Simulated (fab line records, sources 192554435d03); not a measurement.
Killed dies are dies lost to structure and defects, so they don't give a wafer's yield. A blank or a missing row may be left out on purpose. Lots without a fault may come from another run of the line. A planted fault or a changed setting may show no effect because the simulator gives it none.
Which tool did it? | flow n5_finfet | 10 lots, 27 wafers sampled, at 4 steps of a route of 1938

WHAT THE GAUGES READ, wafer by wafer
N5_FIN_SAQP_CD_MEAS_16: target cd 35.6 nm.
lot  | measured    | on        | cd_nm (nm)
L517 | day 2 03:31 | cd_sem-03 | 35.3 34.9 35.3
L518 | day 2 09:29 | cd_sem-01 | 35.6 35.6
L519 | day 2 16:03 | cd_sem-02 | 35.9 36.0 35.6
L520 | day 2 21:49 | cd_sem-03 | 35.2 34.8 35.2
L523 | day 3 16:38 | cd_sem-03 | 35.1 35.5
L524 | day 3 21:46 | cd_sem-03 | 36.0 35.7
L533 | day 6 03:32 | cd_sem-01 | 32.7 31.9 31.9
L535 | day 6 16:17 | cd_sem-02 | 32.1 32.6 32.3
L536 | day 6 21:36 | cd_sem-01 | 35.1 34.6 35.2
L538 | day 7 09:21 | cd_sem-03 | 35.8 35.6 35.6

WHICH TOOL RAN EACH LOT (tool, then ch and the chambers of the sampled wafers, then the start)
lot  | N5_PMOS_HMC_CHANNEL_EPI_STRIP_33  | N5_FIN_SAQP_ALD_61               | N5_FIN_SAQP_PEB_14
L517 | rie_diel-05 ch 0,1, day 1 23:25   | ald_sin-01 ch 1,2, day 2 02:26   | litho_track-04 ch 0, day 2 03:26
L518 | rie_diel-03 ch 1, day 2 05:25     | ald_sin-01 ch 2, day 2 08:11     | litho_track-03 ch 0, day 2 09:25
L519 | rie_diel-05 ch 1,2, day 2 11:41   | ald_sin-03 ch 1,2,3, day 2 14:53 | litho_track-04 ch 0, day 2 15:59
L520 | rie_diel-01 ch 0,1,3, day 2 17:52 | ald_sin-04 ch 0,2, day 2 20:36   | litho_track-04 ch 0, day 2 21:45
L523 | rie_diel-01 ch 0, day 3 12:28     | ald_sin-04 ch 0,1, day 3 15:20   | litho_track-02 ch 0, day 3 16:34
L524 | rie_diel-01 ch 1,3, day 3 17:34   | ald_sin-04 ch 1,2, day 3 20:32   | litho_track-03 ch 0, day 3 21:42
L533 | rie_diel-03 ch 0,1,3, day 5 23:25 | ald_sin-04 ch 0,2,3, day 6 02:16 | litho_track-04 ch 0, day 6 03:29
L535 | rie_diel-03 ch 0,1, day 6 12:14   | ald_sin-04 ch 1,2, day 6 15:05   | litho_track-04 ch 0, day 6 16:13
L536 | rie_diel-01 ch 0,1,2, day 6 17:14 | ald_sin-04 ch 1,3, day 6 20:24   | litho_track-02 ch 0, day 6 21:32
L538 | rie_diel-03 ch 0,1,3, day 7 05:12 | ald_sin-01 ch 1,2,3, day 7 08:02 | litho_track-03 ch 0, day 7 09:17
- N5_PMOS_HMC_CHANNEL_EPI_STRIP_33: strips in N2/H2.
- N5_FIN_SAQP_ALD_61: deposits SiO2, target thk 4 nm, pulse time 1 s, purge time 2 s.
- N5_FIN_SAQP_PEB_14: peb time 60 s.

THE ANSWER, worked out from the rows above alone
Rule: what is usual is taken from the lots themselves. Put in order of their means at a reading, lots are off if they are a third of the lots or fewer, leave a main group of 4 or more, and stand apart from it by a gap of 3 or more times the standard deviation of the main group's means; of several such gaps the widest counts. A main group whose means are all the same, to the digits that the tables above print for the reading, isn't used. A lot without any number at a reading at which 4 lots or more have one is off too. The other lots that the step has rows for count as sound.
Off: L533, L535, at N5_FIN_SAQP_CD_MEAS_16 (cd_nm). The main group: mean 35.4 nm, standard deviation 0.33.
A tool fits if, at a process step before that reading, it ran every lot that is off, and no sound lot after the first of them. The gauges at N5_FIN_SAQP_CD_MEAS_16 are tried like those tools. One fits: litho_track-04 at N5_FIN_SAQP_PEB_14. Its last sound lot is L520 (day 2 21:45), its first lot that is off L533 (day 6 03:29): a fault that began between those two fits.

WHAT THE SIMULATOR HAD PUT IN
Process parameter drift: litho_track-04, from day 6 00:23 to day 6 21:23, at N5_FIN_SAQP_PEB_14. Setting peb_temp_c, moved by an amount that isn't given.
Lots struck among those shown: L533, L535. The rule above found the same.
